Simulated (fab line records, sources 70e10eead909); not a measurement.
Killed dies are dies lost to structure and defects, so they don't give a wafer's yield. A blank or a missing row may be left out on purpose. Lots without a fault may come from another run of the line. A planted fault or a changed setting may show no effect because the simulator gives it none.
Which tool did it? | flow nand_harc | 12 lots, 36 wafers sampled, at 5 steps of a route of 1159

WHAT THE GAUGES READ, wafer by wafer
NHARC_END_SORT_01. Usual: killed_at_array 28, standard deviation 8.6; killed_at_other 0.7, standard deviation 1.2; killed_at_periphery 3.1, standard deviation 2.3; killed_dies 32, standard deviation 8.7; killed_open 3.2, standard deviation 1.7; killed_short 2.0, standard deviation 1.5.
lot  | measured     | on        | killed_at_array | killed_at_other | killed_at_periphery | killed_dies | killed_open | killed_short | flag
L504 | day 19 20:08 | prober-02 | 9 13 12         | 2 2 0           | 3 1 0               | 14 16 12    | 2 4 1       | 3 1 1        |
L508 | day 20 03:54 | prober-01 | 27 16 21        | 0 1 2           | 4 6 4               | 31 23 27    | 6 6 3       | 1 0 2        |
L512 | day 21 13:43 | prober-01 | 27 33 26        | 0 0 0           | 0 3 2               | 27 36 28    | 2 4 7       | 0 2 2        |
L513 | day 21 20:43 | prober-01 | 30 19 25        | 2 1 1           | 4 3 5               | 36 23 31    | 7 3 4       | 5 2 2        |
L514 | day 22 05:23 | prober-01 | 39 33 48        | 0 0 0           | 1 0 3               | 40 33 51    | 3 1 2       | 1 0 3        |
L516 | day 22 11:03 | prober-02 | 38 36 29        | 0 0 0           | 3 4 0               | 41 40 29    | 3 4 3       | 3 2 5        |
L521 | day 24 02:55 | prober-02 | 31 28 34        | 0 0 0           | 3 4 3               | 34 32 37    | 1 3 4       | 0 1 2        |

WHICH TOOL RAN EACH LOT (tool, then ch and the chambers of the sampled wafers, then the start)
lot  | NHARC_A_STAIRCASE_ETCH_292         | NHARC_A_STAIRCASE_DEP_301       | NHARC_A_STAIRCASE_ETCH_453                    | NHARC_A_STAIRCASE_STRIP_317
L504 | rie_diel-04 ch 1,2,3, day 12 07:12 | pecvd-01 ch 0,2, day 12 11:19   | rie_diel-08 ch 1,2,3, day 12 13:41 or earlier | wet_bench-03 ch 1,2,7, day 12 13:41
L508 | rie_diel-04 ch 0,2,3, day 12 11:02 | pecvd-04 ch 0,1, day 12 16:25   | rie_diel-12 ch 1,3, day 12 18:35 or earlier   | wet_bench-07 ch 2,3,7, day 12 18:35
L507 | rie_diel-04 ch 0,3, day 12 18:16   | pecvd-01 ch 0,1,2, day 12 23:59 | rie_diel-08 ch 0,1, day 13 02:18 or earlier   | wet_bench-05 ch 1,2,4, day 13 02:18
L512 | rie_diel-12 ch 2,3, day 13 20:01   | pecvd-03 ch 0,1,2, day 14 00:58 | rie_diel-04 ch 2,3, day 14 03:18 or earlier   | wet_bench-03 ch 1,2,6, day 14 03:18
L513 | rie_diel-12 ch 1,2,3, day 13 22:11 | pecvd-01 ch 1,2, day 14 02:46   | rie_diel-04 ch 1,2,3, day 14 05:05 or earlier | wet_bench-03 ch 4,6,7, day 14 05:05
L514 | rie_diel-08 ch 0,3, day 14 21:41   | pecvd-01 ch 0,2, day 15 02:36   | rie_diel-12 ch 1,3, day 15 05:02 or earlier   | wet_bench-07 ch 1,5,7, day 15 05:02
L516 | rie_diel-12 ch 2,3, day 14 23:24   | pecvd-04 ch 0,1,2, day 15 06:10 | rie_diel-04 ch 0,1,3, day 15 08:46 or earlier | wet_bench-03 ch 1,2,6, day 15 08:46
L521 | rie_diel-04 ch 1,2,3, day 15 20:05 | pecvd-01 ch 0,1,2, day 16 02:44 | rie_diel-04 ch 0,1, day 16 05:02 or earlier   | wet_bench-03 ch 0,3,6, day 16 05:02
L522 | rie_diel-08 ch 0,1,3, day 15 20:26 | pecvd-01 ch 0,1,2, day 16 04:37 | rie_diel-12 ch 0,1, day 16 06:52 or earlier   | wet_bench-03 ch 1,5,6, day 16 06:52
L524 | rie_diel-12 ch 1,2,3, day 16 15:58 | pecvd-01 ch 1,2, day 16 20:53   | rie_diel-08 ch 0,2,3, day 17 01:19 or earlier | wet_bench-03 ch 2,3,5, day 17 01:19
L523 | rie_diel-04 ch 2,3, day 16 17:57   | pecvd-01 ch 0,2, day 16 22:12   | rie_diel-04 ch 1,2, day 17 01:53 or earlier   | wet_bench-07 ch 0,1,3, day 17 01:53
L525 | rie_diel-08 ch 2,3, day 17 10:36   | pecvd-01 ch 0,1, day 17 16:20   | rie_diel-08 ch 0,3, day 17 18:37 or earlier   | wet_bench-03 ch 1,2,3, day 17 18:37
- NHARC_A_STAIRCASE_ETCH_292: etches the open film in CF4/CHF3.
- NHARC_A_STAIRCASE_DEP_301: deposits SiON, target thk 30 nm.
- NHARC_A_STAIRCASE_ETCH_453: etches the open film in CF4/O2, target depth 30 nm, overetch 3 nm, time 16.5 s.
- NHARC_A_STAIRCASE_STRIP_317: strips in SPM, time 900 s.

WHAT THE TOOLS THEMSELVES READ (means of the sampled wafers that have a number; where no wafer has one, the mark that the record gives instead)
NHARC_A_STAIRCASE_ETCH_292. Usual: drypump_motor_current_A 5.7 A, standard deviation 0.3; oes_product_au 0.941 a.u., standard deviation 0.021; rf_vpp_V 371.4 V, standard deviation 1.8; showerhead_plenum_p_Torr 1.60 Torr, standard deviation 0.048; throttle_valve_pct 16.803 %, standard deviation 0.0093.
lot  | tool        | drypump_motor_current_A (A) | oes_product_au (a.u.) | rf_vpp_V (V) | showerhead_plenum_p_Torr (Torr) | throttle_valve_pct (%) | flag
L504 | rie_diel-04 | 5.8                         | 0.920                 | 371.7        | 1.59                            | 16.803                 |
L508 | rie_diel-04 | 5.8                         | 0.963                 | 371.4        | 1.58                            | 16.812                 |
L507 | rie_diel-04 | 5.7                         | 0.938                 | 370.4        | 1.57                            | 16.800                 |
L512 | rie_diel-12 | 5.4                         | 0.968                 | 373.1        | 1.66                            | 16.805                 |
L513 | rie_diel-12 | 5.6                         | 0.927                 | 371.9        | 1.62                            | 16.795                 |
L514 | rie_diel-08 | 5.9                         | 0.967                 | 372.0        | 1.60                            | 16.805                 |
L516 | rie_diel-12 | 5.5                         | 0.908                 | 372.8        | 1.66                            | 16.812                 |
L521 | rie_diel-04 | 5.8                         | 0.927                 | 371.4        | 1.58                            | 16.808                 |
L522 | rie_diel-08 | 5.7                         | 0.969                 | 372.3        | 1.61                            | 16.803                 |
L524 | rie_diel-12 | 5.6                         | 0.946                 | 371.4        | 1.62                            | 16.802                 |
L523 | rie_diel-04 | 6.1                         | 0.925                 | 369.8        | 1.57                            | 16.799                 |
L525 | rie_diel-08 | 5.7                         | 0.924                 | 373.2        | 1.63                            | 16.807                 |

NHARC_A_STAIRCASE_DEP_301. Usual: heater_power_w 763 W, standard deviation 61.
lot  | tool     | heater_power_w (W) | flag
L504 | pecvd-01 | 744                |
L508 | pecvd-04 | 750                |
L507 | pecvd-01 | 775                |
L512 | pecvd-03 | 773                |
L513 | pecvd-01 | 788                |
L514 | pecvd-01 | 792                |
L516 | pecvd-04 | 790                |
L521 | pecvd-01 | 753                |
L522 | pecvd-01 | 777                |
L524 | pecvd-01 | 730                |
L523 | pecvd-01 | 780                |
L525 | pecvd-01 | 733                |

NHARC_A_STAIRCASE_ETCH_453. Usual: drypump_motor_current_A 5.68 A, standard deviation 0.29; oes_f_703_au 1.000 a.u., standard deviation 0.0042; oes_product_au 0.998 a.u., standard deviation 0.011; rf_vpp_V 198.2 V, standard deviation 1.2; showerhead_plenum_p_Torr 1.35 Torr, standard deviation 0.044; throttle_valve_pct 13.397 %, standard deviation 0.01.
lot  | tool        | drypump_motor_current_A (A) | oes_f_703_au (a.u.) | oes_product_au (a.u.) | rf_vpp_V (V) | showerhead_plenum_p_Torr (Torr) | throttle_valve_pct (%) | flag
L504 | rie_diel-08 | 5.79                        | 1.000               | 0.997                 | 199.4        | 1.40                            | 13.386                 |
L508 | rie_diel-12 | 5.72                        | 0.995               | 0.996                 | 198.0        | 1.34                            | 13.395                 |
L507 | rie_diel-08 | 5.39                        | 1.001               | 1.012                 | 198.5        | 1.34                            | 13.394                 |
L512 | rie_diel-04 | 5.88                        | 1.000               | 1.013                 | 198.1        | 1.33                            | 13.400                 |
L513 | rie_diel-04 | 5.87                        | 0.999               | 1.007                 | 197.4        | 1.34                            | 13.396                 |
L514 | rie_diel-12 | 5.72                        | 1.004               | 0.986                 | 197.3        | 1.33                            | 13.395                 |
L516 | rie_diel-04 | 5.64                        | 1.003               | 0.986                 | 198.3        | 1.35                            | 13.399                 |
L521 | rie_diel-04 | 5.57                        | 1.002               | 0.985                 | 197.9        | 1.36                            | 13.393                 |
L522 | rie_diel-12 | 5.87                        | 0.996               | 0.990                 | 196.8        | 1.30                            | 13.400                 |
L524 | rie_diel-08 | 5.64                        | 0.999               | 1.003                 | 198.5        | 1.36                            | 13.403                 |
L523 | rie_diel-04 | 5.80                        | 1.000               | 1.000                 | 198.7        | 1.36                            | 13.393                 |
L525 | rie_diel-08 | 5.52                        | 1.003               | 1.014                 | 197.2        | 1.33                            | 13.393                 |

NHARC_A_STAIRCASE_STRIP_317. Usual: bath_guard_temp_C 130.1 C, standard deviation 0.57; bath_heat_duty_pct 14.9 %, standard deviation 1.7.
lot  | tool         | bath_guard_temp_C (C) | bath_heat_duty_pct (%) | flag
L504 | wet_bench-03 | 129.7                 | 13.5                   |
L508 | wet_bench-07 | 130.5                 | 16.3                   |
L507 | wet_bench-05 | 129.9                 | 15.6                   |
L512 | wet_bench-03 | -                     | -                      | OFF
L513 | wet_bench-03 | -                     | -                      | OFF
L514 | wet_bench-07 | -                     | -                      | OFF
L516 | wet_bench-03 | 130.0                 | 13.9                   |
L521 | wet_bench-03 | 130.4                 | 14.6                   |
L522 | wet_bench-03 | 130.6                 | 13.6                   |
L524 | wet_bench-03 | 130.0                 | 13.7                   |
L523 | wet_bench-07 | 129.8                 | 15.7                   |
L525 | wet_bench-03 | 129.8                 | 13.5                   |

THE ANSWER, worked out from the rows above alone
Rule: a lot is off if the mean of its wafers that have a number lies more than 3 standard deviations from the usual mean. A lot without any number at a reading at which 4 lots or more have one is off too. The other lots that the step has rows for count as sound. The gauges are gone through in route order, then the tools' own readings, and for those a lot's mean is taken as printed above. The first step at which some lot is off is used, and at that step the reading that is off furthest; a lot without a number counts as furthest.
Off: L512, L513, L514, at NHARC_A_STAIRCASE_STRIP_317 (bath_guard_temp_C). Without a number there: L512, L513, L514.
A tool fits if, at that step or a process step before it, it ran every lot that is off, and no sound lot after the first of them. NHARC_A_STAIRCASE_ETCH_453 gives no start for some lots, so the hours and the order of its lots are those of NHARC_A_STAIRCASE_STRIP_317. None of those tried fits.

WHAT THE SIMULATOR HAD PUT IN
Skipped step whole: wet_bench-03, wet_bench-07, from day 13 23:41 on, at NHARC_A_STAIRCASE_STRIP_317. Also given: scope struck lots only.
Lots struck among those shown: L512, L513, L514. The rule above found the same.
